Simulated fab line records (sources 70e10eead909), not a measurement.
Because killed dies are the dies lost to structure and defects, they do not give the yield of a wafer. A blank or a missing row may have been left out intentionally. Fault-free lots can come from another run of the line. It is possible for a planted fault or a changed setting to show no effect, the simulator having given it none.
fab line records | flow nandHarc
record: lots: 6 wafers: 18 lastDay: 33
route steps=1302 shown P_STI@78 END@1302
lots that met no fault: taken from a fault-free run of the same line
startH: hours from the record's opening day to when the first of the lot's shown wafers began | waitH: time in hours since the lot's previous step | " unchanged from the row above | L1.1+2: a single row standing in for several wafers | - no value, or no start was given | * or withheld: withheld | < > ~ a bound
route shown NAME@n: a module of which the file shows steps, and the number in the route of the first | usual: the fault-free wafers' mean and standard deviation | same: alike in all rows | chamber/n: place in a boat | sites: each site's reading | _std_site: standard deviation of those values | _edge_site: inner sites' mean taken away from outer sites' mean | radiusMm: how far each site lies from the wafer's centre | mask NAME#n: copy n | behind: the tool/chamber that last shaped the wafer | hold: reason for holding the lot/hours on hold/outcome of the hold | device: names the non-switching transistor (n, p or np) | end of line: at the end of the route, the tests of the same wafers | step lacking rows: just its recipe | killed: dies that structure and defects cost at the first sort, which is not the same as the wafer's yield | map: per-die view of a wafer (x killed, . not killed, _ where there is no die)
set.NAME: the setting as run; set.NAME@STEP: as run at that earlier step | model.NAME: the simulator's own value behind a step, which no gauge read
lots seen at some steps along the route; tables by step, rows by wafer
services: when a tool's chamber went out of use (startH, in hours from the record's first day, below 0 if earlier), for how many hours, and the reason
== steps ==
step: NHARC_P_STI_SOFTBAKE_04
recipe: tempC: 125 timeS: 70
step: NHARC_P_STI_EBR_05
step: NHARC_P_STI_EXPOSE_06
recipe: na: 0.55 targetCdNm: 200 doseMj: 37.69 maskId: P_STI
step: NHARC_P_STI_PEB_07
recipe: pebTempC: 128 pebTimeS: 80
step: NHARC_P_STI_DEVELOP_08
recipe: timeS: 50 devTempC: 22
step: NHARC_P_STI_CD_MEAS_09
recipe: targetCdNm: 200 landingEnergyEv: 500
usual: cdNm: 199.0/2.2
columns lot.wafer tool chamber startH waitH cdNm
L872.1 cdSem-03 0 42.71 - 200.4
L872.2 " 0 " " 197.6
L872.3 " 0 " " 200.5
L873.2 cdSem-01 0 52.81 - 197.5
L873.3 " 0 " " 199.6
L873.4 " 0 " " 197.2
L886.1 cdSem-03 0 184.80 - 200.2
L886.2 " 0 " " 201.9
L886.4 " 0 " " 200.8
L887.2 cdSem-03 0 195.83 - 201.6
L887.4 " 0 " " 199.9
L887.6 " 0 " " 202.6
L891.1 cdSem-01 0 233.65 - 197.0
L891.3 " 0 " " 195.2
L891.4 " 0 " " 195.9
L894.4 cdSem-03 0 264.15 - 197.7
L894.5 " 0 " " 198.6
L894.6 " 0 " " 199.6
step: NHARC_P_STI_OVL_MEAS_10
usual: overlayXNm: 1/7 overlayYNm: 1/5.9
columns lot.wafer tool chamber startH waitH overlayXNm overlayYNm
L872.1 overlay-02 - 42.80 - 7 1
L872.2 " - " " 7 1
L872.3 " - " " 7 1
L873.2 overlay-01 - 52.90 - 3 -4
L873.3 " - " " 4 -4
L873.4 " - " " 4 -5
L886.1 overlay-01 - 184.89 - -2 -7
L886.2 " - " " -2 -8
L886.4 " - " " -2 -7
L887.2 overlay-01 - 195.92 - 1 3
L887.4 " - " " 1 3
L887.6 " - " " 1 2
L891.1 overlay-02 - 233.74 - -2 -6
L891.3 " - " " -2 -6
L891.4 " - " " -2 -6
L894.4 overlay-02 - 264.23 - -1 2
L894.5 " - " " -1 2
L894.6 " - " " -1 3
step: NHARC_P_STI_INSPECT_11
usual: rawDefectCount: 5.3/2.5
columns lot.wafer tool chamber startH waitH rawDefectCount
L872.1 defectInspect-01 - 42.84 0.0 3
L872.2 " - " " 4
L872.3 " - " " 5
L873.2 defectInspect-01 - 52.93 0.0 4
L873.3 " - " " 6
L873.4 " - " " 5
L886.1 defectInspect-01 - 184.93 0.0 4
L886.2 " - " " 3
L886.4 " - " " 7
L887.2 defectInspect-02 - 195.95 0.0 2
L887.4 " - " " 6
L887.6 " - " " 6
L891.1 defectInspect-02 - 233.78 0.0 7
L891.3 " - " " 8
L891.4 " - " " 8
L894.4 defectInspect-01 - 264.27 0.0 4
L894.5 " - " " 2
L894.6 " - " " 2
step: NHARC_P_STI_HARDBAKE_13
recipe: tempC: 118 timeS: 65
step: NHARC_P_STI_DESCUM_14
recipe: timeS: 3 o2FlowSccm: 200 arFlowSccm: 0 biasPowerW: 0 chemistry: O2
usual: drypumpMotorCurrentA: 5.6/0.49 oesProductAu: 1.000/0.0096 rfVppV: 57.6/0.96 showerheadPlenumPTorr: 1.90/0.1 throttleValvePct: 11.312/0.009
columns lot.wafer tool chamber startH waitH drypumpMotorCurrentA oesProductAu rfHoursCounterH rfVppV showerheadPlenumPTorr throttleValvePct
L872.2 rieDiel-12 2 42.97 - 6.0 1.004 5.3 58.4 1.98 11.318
L872.1 " 3 " " 6.0 0.993 4.2 54.9 1.82 11.312
L872.3 " 1 " " 5.2 0.998 5.4 58.7 2.05 11.310
L873.3 rieDiel-09 2 53.07 - 6.3 1.000 5.7 58.4 2.01 11.305
L873.4 " 3 " " 5.0 1.003 5.8 57.2 1.79 11.313
L873.2 " 1 " " 4.7 1.008 5.5 56.4 1.79 11.311
L886.4 rieDiel-12 3 185.06 - 6.1 0.990 4.0 56.6 1.81 11.303
L886.2 " 0 " " 5.6 1.001 3.0 58.2 1.79 11.301
L886.1 " 2 " " 6.0 1.003 4.4 58.1 1.97 11.310
L887.4 rieDiel-12 0 196.09 - 5.7 1.009 3.5 55.7 1.79 11.296
L887.2 " 2 " " 6.0 1.007 5.0 57.2 1.97 11.311
L887.6 " 1 " " 5.2 1.001 - 57.7 2.05 11.309
L891.4 rieDiel-09 2 233.91 - 6.3 0.995 4.0 56.4 2.01 11.302
L891.1 " 3 " " 5.0 1.003 4.5 57.1 1.79 11.319
L891.3 " 0 " " 5.7 0.999 5.2 57.3 2.01 11.306
L894.4 rieDiel-12 1 264.41 - 5.2 0.991 7.7 57.2 2.05 11.312
L894.5 " 0 " " 5.7 0.999 - 56.6 1.79 11.317
L894.6 " 1 " " 5.2 0.983 - 57.7 2.05 11.312
step: NHARC_P_STI_ETCH_42
recipe: targetDepthA: 800 overetchA: 240 timeS: 61 ionEnergyEv: 200 n2FlowSccm: 150 h2FlowSccm: 150 arFlowSccm: 0 rfW: 400 biasW: 150 chemistry: N2/H2
usual: biasW: 150.0/0.46 chamberPressureMTorr: 30.00/0.031 drypumpMotorCurrentA: 5.6/0.49 oesProductAu: 1.001/0.0097 rfVppV: 430/3.2 showerheadPlenumPTorr: 2.02/0.11 throttleValvePct: 14.171/0.0091
columns lot.wafer tool chamber startH waitH biasW chamberPressureMTorr drypumpMotorCurrentA oesProductAu rfHoursCounterH rfVppV showerheadPlenumPTorr throttleValvePct
L872.1 rieDiel-12 1 43.06 0.1 149.4 30.06 5.2 0.991 5.4 434 2.19 14.177
L872.2 " 2 " " 150.3 30.02 6.0 0.993 5.3 431 2.11 14.161
L872.3 " 3 " " 150.2 29.97 6.1 1.015 4.3 428 1.93 14.180
L873.3 rieDiel-09 3 53.15 0.1 151.1 30.03 5.0 0.993 5.8 427 1.91 14.171
L873.2 " 0 " " 150.2 30.00 5.7 1.004 5.6 432 2.15 14.181
L873.4 " 2 " " 150.4 30.00 6.3 0.993 5.7 435 2.15 14.168
L886.2 rieDiel-12 1 185.15 0.1 149.3 30.00 5.2 0.991 4.0 435 2.19 14.161
L886.4 " 2 " " 149.0 29.95 6.0 0.994 4.4 433 2.11 14.163
L886.1 " 3 " " 150.3 29.99 6.0 0.999 4.0 426 1.93 14.175
L887.4 rieDiel-12 0 196.18 0.1 149.8 29.98 5.7 1.005 3.5 426 1.91 14.174
L887.2 " 2 " " 149.6 29.99 6.0 1.003 5.0 432 2.11 14.179
L887.6 " 0 " " 149.8 30.00 5.7 1.008 - 427 1.91 14.170
L891.4 rieDiel-09 2 234.00 0.1 150.3 29.98 6.3 0.985 4.0 435 2.14 14.173
L891.1 " 3 " " 149.9 30.03 5.0 0.997 4.5 428 1.90 14.192
L891.3 " 1 " " 149.5 29.91 4.7 1.004 5.1 426 1.90 14.186
L894.4 rieDiel-12 0 264.50 0.1 150.3 30.02 5.6 1.014 6.3 427 1.91 14.176
L894.5 " 2 " " 149.8 29.99 6.0 1.019 - 433 2.11 14.168
L894.6 " 3 " " 149.6 29.95 6.0 0.994 - 427 1.93 14.164
step: NHARC_P_STI_ETCH_31
recipe: targetDepthA: 1089 timeS: 54.5 cf4FlowSccm: 100 chf3FlowSccm: 30 arFlowSccm: 0 rfW: 500 biasW: 200 chemistry: CF4/CHF3
usual: biasW: 200.0/0.62 cf4FlowSccm: 100.0/0.3 drypumpMotorCurrentA: 5.6/0.5 oesProductAu: 0.960/0.019 rfVppV: 370.0/2.7 showerheadPlenumPTorr: 1.56/0.08 throttleValvePct: 16.802/0.0089
columns lot.wafer tool chamber startH waitH biasW cf4FlowSccm drypumpMotorCurrentA oesProductAu rfHoursCounterH rfVppV showerheadPlenumPTorr throttleValvePct
L872.3 rieDiel-12 1 - - 199.7 100.0 5.2 0.981 5.5 374.8 1.68 16.805
L872.2 " 3 " " 200.1 100.0 6.0 0.967 4.3 368.8 1.50 16.796
L872.1 " 0 " " 199.8 99.9 5.7 0.982 3.9 367.4 1.48 16.803
L873.2 rieDiel-09 3 - - 198.9 100.1 5.0 0.961 5.8 368.6 1.48 16.802
L873.4 " 0 " " 200.0 100.6 5.7 0.971 5.6 373.4 1.65 16.803
L873.3 " 2 " " 200.0 100.3 6.3 0.948 5.7 372.9 1.65 16.794
L886.2 rieDiel-12 1 - - 200.3 100.1 5.2 0.971 4.0 374.0 1.68 16.807
L886.1 " 2 " " 199.5 99.9 6.0 0.984 4.4 372.1 1.62 16.799
L886.4 " 3 " " 199.6 100.3 6.0 0.960 4.0 368.7 1.50 16.796
L887.4 rieDiel-12 0 - - 200.3 99.7 5.6 0.976 3.6 367.5 1.48 16.799
L887.2 " 2 " " 199.5 99.9 6.0 0.998 5.0 371.5 1.62 16.787
L887.6 " 0 " " 200.1 100.0 5.6 0.979 - 366.6 1.48 16.803
L891.1 rieDiel-09 2 - - 200.3 100.0 6.3 0.961 4.0 372.7 1.65 16.805
L891.3 " 0 " " 200.1 100.3 5.7 0.965 5.2 373.2 1.65 16.790
L891.4 " 1 " " 200.3 100.3 4.7 0.974 5.1 366.6 1.47 16.815
L894.4 rieDiel-12 2 - - 199.7 99.6 6.0 0.981 7.3 371.3 1.62 16.789
L894.6 " 3 " " 199.4 99.9 6.0 0.969 - 367.5 1.49 16.804
L894.5 " 0 " " 200.6 99.9 5.7 0.973 - 367.9 1.48 16.803
step: NHARC_P_STI_ETCH_15
recipe: targetDepthA: 3000 taperDeg: 4 timeS: 100.1 hbrFlowSccm: 150 cl2FlowSccm: 50 rfW: 400 icpW: 400 biasW: 100 chemistry: HBr/Cl2
usual: biasW: 100.0/0.31 chamberPressureMTorr: 15.000/0.013 drypumpMotorCurrentA: 5.6/0.43 oesProductAu: 1.002/0.011 throttleValvePct: 26.406/0.0095
columns lot.wafer tool chamber startH waitH biasW chamberPressureMTorr drypumpMotorCurrentA oesProductAu rfHoursCounterH throttleValvePct
L872.2 rieSi-03 3 43.25 - 100.0 15.010 5.7 1.010 1.1 26.423
L872.1 " 0 " " 99.7 15.015 5.3 1.015 1.0 26.416
L872.3 " 1 " " 100.5 15.004 4.9 1.001 0.9 26.406
L873.3 rieSi-03 1 53.36 - 99.5 14.989 4.9 0.991 0.0 26.409
L873.4 " 2 " " 100.3 14.985 5.4 0.994 0.0 26.397
L873.2 " 3 " " 100.0 14.969 5.7 0.997 0.0 26.403
L886.1 rieSi-02 2 185.36 - - - - - - -
L886.2 " 0 " " - - - - - -
L886.4 " 0 " " - - - - - -
L887.2 rieSi-03 3 196.39 - - - - - - -
L887.4 " 0 " " - - - - - -
L887.6 " 2 " " - - - - - -
L891.1 rieSi-04 2 234.19 - 99.8 15.011 5.9 1.001 0.3 26.409
L891.3 " 0 " " 99.8 14.994 5.8 0.977 0.3 26.400
L891.4 " 1 " " 100.2 14.995 5.2 1.009 0.2 26.397
L894.4 rieSi-03 2 264.69 - 100.0 15.011 5.4 0.989 0.3 26.415
L894.5 " 1 " " 100.2 15.003 4.9 0.992 - 26.394
L894.6 " 2 " " 99.9 15.005 5.5 0.992 - 26.416
step: NHARC_P_STI_CD_MEAS_16
usual: cdNm: 198.7/2.4
columns lot.wafer tool chamber startH waitH cdNm
L872.1 cdSem-03 - 43.44 - 200.5
L872.2 " - " " 196.7
L872.3 " - " " 200.5
L873.2 cdSem-02 - 53.51 - 196.8
L873.3 " - " " 200.4
L873.4 " - " " 196.2
L886.1 cdSem-03 - 185.53 - 200.4
L886.2 " - " " 201.1
L886.4 " - " " 200.6
L887.2 cdSem-01 - 196.53 - 202.6
L887.4 " - " " 199.7
L887.6 " - " " 202.6
L891.1 cdSem-03 - 234.35 - 197.4
L891.3 " - " " 195.1
L891.4 " - " " 195.0
L894.4 cdSem-03 - 264.85 - 198.0
L894.5 " - " " 197.0
L894.6 " - " " 199.0
step: NHARC_P_STI_OCD_MEAS_17
usual: trenchDepthNm: 302/4.5 trenchFootCdNm: 156.8/2.3
columns lot.wafer tool chamber startH waitH trenchDepthNm trenchFootCdNm
L872.1 ocd-02 - 43.52 0.1 307 157.7
L872.2 " - " " 306 155.0
L872.3 " - " " 303 158.2
L873.2 ocd-01 - 53.59 0.1 296 155.8
L873.3 " - " " 299 157.8
L873.4 " - " " 300 155.4
L886.1 ocd-01 - 185.62 0.1 0 -
L886.2 " - " " 0 -
L886.4 " - " " 0 -
L887.2 ocd-02 - 196.61 0.1 0 -
L887.4 " - " " 0 -
L887.6 " - " " 0 -
L891.1 ocd-02 - 234.45 0.1 299 155.7
L891.3 " - " " 293 154.7
L891.4 " - " " 306 152.6
L894.4 ocd-02 - 264.95 0.1 296 156.3
L894.5 " - " " 300 157.0
L894.6 " - " " 297 158.1
step: NHARC_P_STI_STRIP_19
recipe: timeS: 900 tempC: 130 chemistry: SPM
step: NHARC_P_STI_PRECLEAN_32
recipe: timeS: * tempC: 50 bathAgeMin: 0 chemistry: SC1
step: NHARC_P_STI_SRD_23
step: NHARC_P_STI_OCD_MEAS_43
usual: trenchDepthNm: 302/4.5 trenchFootCdNm: 156.9/2.4
columns lot.wafer tool chamber startH waitH trenchDepthNm trenchFootCdNm
L872.1 ocd-01 - 44.03 - 307 157.8
L872.2 " - " " 305 155.4
L872.3 " - " " 303 158.5
L873.2 ocd-02 - 54.10 - 296 155.2
L873.3 " - " " 299 158.0
L873.4 " - " " 300 156.0
L886.1 ocd-02 - 186.13 - 0 -
L886.2 " - " " 0 -
L886.4 " - " " 0 -
L887.2 ocd-01 - 197.12 - 0 -
L887.4 " - " " 0 -
L887.6 " - " " 0 -
L891.1 ocd-01 - 234.96 - 299 154.9
L891.3 " - " " 293 154.7
L891.4 " - " " 306 152.9
L894.4 ocd-01 - 265.47 - 296 156.3
L894.5 " - " " 299 156.4
L894.6 " - " " 297 158.5
step: NHARC_P_STI_OXIDE_33
recipe: targetThkA: 100 tempC: 1000 oxTimeS: 281 material: SiO2
step: NHARC_END_SORT_01
recipe: tempC: 25
usual: killedAtArray: 52/18 killedAtOther: 0.6/0.83 killedAtPeriphery: 4.3/2.8 killedDies: 57/19 killedOpen: 3.4/2 killedShort: 2.5/1.7
same: grossDies: 677
columns lot.wafer tool chamber startH waitH killedAtArray killedAtOther killedAtPeriphery killedDies killedOpen killedShort
L886.1 prober-02 0 703.29 2.5 57 2 618 677 1 3
L886.2 prober-02 0 704.10 2.8 56 0 621 677 2 2
L886.4 prober-02 0 705.70 3.4 66 0 611 677 4 4
L887.2 prober-02 0 722.92 2.8 35 0 642 677 1 2
L887.4 prober-02 0 724.54 3.4 35 0 642 677 3 1
L887.6 prober-02 0 726.17 4.1 33 0 644 677 3 1
killed by level:class
L886.1 P_STI:areaEtch=610 A_CHANNEL_HOLE_D1:chamberFilmFlake=33 A_CHANNEL_HOLE_D2:chamberFilmFlake=9 A_CONTACT:chamberFilmFlake=7 P_M2:chamberFilmFlake=6 A_STAIRCASE:chamberFilmFlake=3 P_GATE:geometricParticle:short=1 A_ONON_D1:geometricParticle:open=1
L886.2 P_STI:areaEtch=617 A_CHANNEL_HOLE_D1:chamberFilmFlake=27 A_CHANNEL_HOLE_D2:chamberFilmFlake=13 A_CONTACT:chamberFilmFlake=6 P_M2:chamberFilmFlake=4 A_ZERO_WELL:chamberFilmFlake=2 A_STAIRCASE:chamberFilmFlake=2 A_ONON_D1:geometricParticle:open=1
L886.4 P_STI:areaEtch=606 A_CHANNEL_HOLE_D1:chamberFilmFlake=33 A_CHANNEL_HOLE_D2:chamberFilmFlake=15 A_CONTACT:chamberFilmFlake=6 A_SLIT:chamberFilmFlake=3 P_M0:geometricParticle:short=2 A_ONON_D2:geometricParticle:short=2 P_ZERO_WELL:chamberFilmFlake=2
L887.2 P_STI:areaEtch=642 A_SLIT:chamberFilmFlake=17 A_CHANNEL_HOLE_D1:chamberFilmFlake=6 A_CONTACT:chamberFilmFlake=6 A_M0:chamberFilmFlake=2 A_ONON_D1:geometricParticle:short=1 A_CHANNEL_FILL_D2:geometricParticle:short=1 A_SLIT:geometricParticle:open=1
L887.4 P_STI:areaEtch=639 A_SLIT:chamberFilmFlake=20 A_CONTACT:chamberFilmFlake=5 A_CHANNEL_HOLE_D1:chamberFilmFlake=4 A_M0:chamberFilmFlake=3 P_CONTACT:geometricParticle:open=2 P_M0:geometricParticle:open=1 A_CHANNEL_FILL_D2:geometricParticle:short=1
L887.6 P_STI:areaEtch=641 A_SLIT:chamberFilmFlake=18 A_CONTACT:chamberFilmFlake=6 A_CHANNEL_HOLE_D1:chamberFilmFlake=2 A_CHANNEL_FILL_D2:chamberFilmFlake=2 A_M0:chamberFilmFlake=2 P_CONTACT:geometricParticle:open=1 A_DECK1_JOINT:geometricParticle:open=1
map L886.1 (x killed, . not)
____________x____________
_________xxxxxxx_________
_______xxxxxxxxxxx_______
______xxxxxxxxxxxxx______
_____xxxxxxxxxxxxxxx_____
____xxxxxxxxxxxxxxxxx____
____xxxxxxxxxxxxxxxxx____
___xxxxxxxxxxxxxxxxxxx___
___xxxxxxxxxxxxxxxxxxx___
__xxxxxxxxxxxxxxxxxxxxx__
__xxxxxxxxxxxxxxxxxxxxx__
_xxxxxxxxxxxxxxxxxxxxxxx_
_xxxxxxxxxxxxxxxxxxxxxxx_
_xxxxxxxxxxxxxxxxxxxxxxx_
_xxxxxxxxxxxxxxxxxxxxxxx_
_xxxxxxxxxxxxxxxxxxxxxxx_
xxxxxxxxxxxxxxxxxxxxxxxxx
xxxxxxxxxxxxxxxxxxxxxxxxx
xxxxxxxxxxxxxxxxxxxxxxxxx
xxxxxxxxxxxxxxxxxxxxxxxxx
xxxxxxxxxxxxxxxxxxxxxxxxx
_xxxxxxxxxxxxxxxxxxxxxxx_
_xxxxxxxxxxxxxxxxxxxxxxx_
_xxxxxxxxxxxxxxxxxxxxxxx_
_xxxxxxxxxxxxxxxxxxxxxxx_
_xxxxxxxxxxxxxxxxxxxxxxx_
__xxxxxxxxxxxxxxxxxxxxx__
__xxxxxxxxxxxxxxxxxxxxx__
___xxxxxxxxxxxxxxxxxxx___
___xxxxxxxxxxxxxxxxxxx___
____xxxxxxxxxxxxxxxxx____
____xxxxxxxxxxxxxxxxx____
_____xxxxxxxxxxxxxxx_____
______xxxxxxxxxxxxx______
_______xxxxxxxxxxx_______
_________xxxxxxx_________
____________x____________
map L887.2 (x killed, . not)
____________x____________
_________xxxxxxx_________
_______xxxxxxxxxxx_______
______xxxxxxxxxxxxx______
_____xxxxxxxxxxxxxxx_____
____xxxxxxxxxxxxxxxxx____
____xxxxxxxxxxxxxxxxx____
___xxxxxxxxxxxxxxxxxxx___
___xxxxxxxxxxxxxxxxxxx___
__xxxxxxxxxxxxxxxxxxxxx__
__xxxxxxxxxxxxxxxxxxxxx__
_xxxxxxxxxxxxxxxxxxxxxxx_
_xxxxxxxxxxxxxxxxxxxxxxx_
_xxxxxxxxxxxxxxxxxxxxxxx_
_xxxxxxxxxxxxxxxxxxxxxxx_
_xxxxxxxxxxxxxxxxxxxxxxx_
xxxxxxxxxxxxxxxxxxxxxxxxx
xxxxxxxxxxxxxxxxxxxxxxxxx
xxxxxxxxxxxxxxxxxxxxxxxxx
xxxxxxxxxxxxxxxxxxxxxxxxx
xxxxxxxxxxxxxxxxxxxxxxxxx
_xxxxxxxxxxxxxxxxxxxxxxx_
_xxxxxxxxxxxxxxxxxxxxxxx_
_xxxxxxxxxxxxxxxxxxxxxxx_
_xxxxxxxxxxxxxxxxxxxxxxx_
_xxxxxxxxxxxxxxxxxxxxxxx_
__xxxxxxxxxxxxxxxxxxxxx__
__xxxxxxxxxxxxxxxxxxxxx__
___xxxxxxxxxxxxxxxxxxx___
___xxxxxxxxxxxxxxxxxxx___
____xxxxxxxxxxxxxxxxx____
____xxxxxxxxxxxxxxxxx____
_____xxxxxxxxxxxxxxx_____
______xxxxxxxxxxxxx______
_______xxxxxxxxxxx_______
_________xxxxxxx_________
____________x____________
== services ==
columns tool chamber startH hours kind
rieDiel-09 0 39.62 5.9 repair
rieSi-03 2 41.07 6.6 repair
rieDiel-12 3 43.34 11.5 repair
rieSi-03 - 44.00 9.0 pm
rieSi-04 3 56.44 1.8 repair
rieSi-02 0 87.06 10.5 repair
rieDiel-12 - 91.40 9.0 pm
rieSi-04 - 94.99 4.3 repair
rieSi-02 - 100.00 9.0 pm
rieDiel-09 1 101.11 5.7 repair
rieDiel-12 0 102.85 5.5 repair
rieSi-04 0 107.90 18.6 repair
rieDiel-09 0 110.95 7.0 repair
rieSi-02 3 116.41 1.6 repair
rieDiel-12 3 131.25 1.4 repair
rieDiel-09 - 143.10 9.0 pm
rieDiel-12 0 149.07 2.9 repair
rieSi-02 3 153.57 1.2 repair
rieSi-04 1 155.44 2.9 repair
rieDiel-12 3 160.57 3.1 repair
rieDiel-09 2 171.90 8.6 repair
rieSi-03 - 221.00 9.0 pm
rieDiel-12 2 232.34 4.2 repair
rieSi-03 0 238.91 1.7 repair
== key ==
firstSign: step: NHARC_P_STI_ETCH_15 reading: toolRecord direction: missing
effect: step: NHARC_P_STI_OCD_MEAS_17 reading: trenchDepthNm direction: down sigmas: 67 usual: 302 struck: 0
effect: step: NHARC_P_STI_OCD_MEAS_43 reading: trenchDepthNm direction: down sigmas: 67 usual: 302 struck: 0
effect: step: NHARC_END_SORT_01 reading: killedAtPeriphery direction: up sigmas: 99+ usual: 4.3 struck: 629.7
moreKillsBornAt: NHARC_P_STI_ETCH_15@rieSi-03: 1922 NHARC_P_STI_ETCH_15@rieSi-02: 1833
metAt NHARC_P_STI_ETCH_15
struckWafers L886.1,L886.2,L886.4,L887.2,L887.4,L887.6
laterRowsLeftOut L886.1,L886.2,L886.4,L887.2,L887.4,L887.6
testerLeftOut L886,L887
onsetBetween 53.36 185.36
fault: kind: skippedStepWhole tool: rieSi-02,rieSi-03 chamber: - onsetH: 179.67 steps: NHARC_P_STI_ETCH_15 scope: struckLotsOnly
testerLeftOut: of these lots the tester's yield and bins aren't shown, on N5 and GAA mostly nor the transistor test; their killed dies are dies lost to structure and defects alone, not to doping, threshold or leakage, so they don't give the yield
laterRowsLeftOut: the simulator's readings of these wafers behind a module that went badly wrong aren't trusted and aren't shown, but for the sort
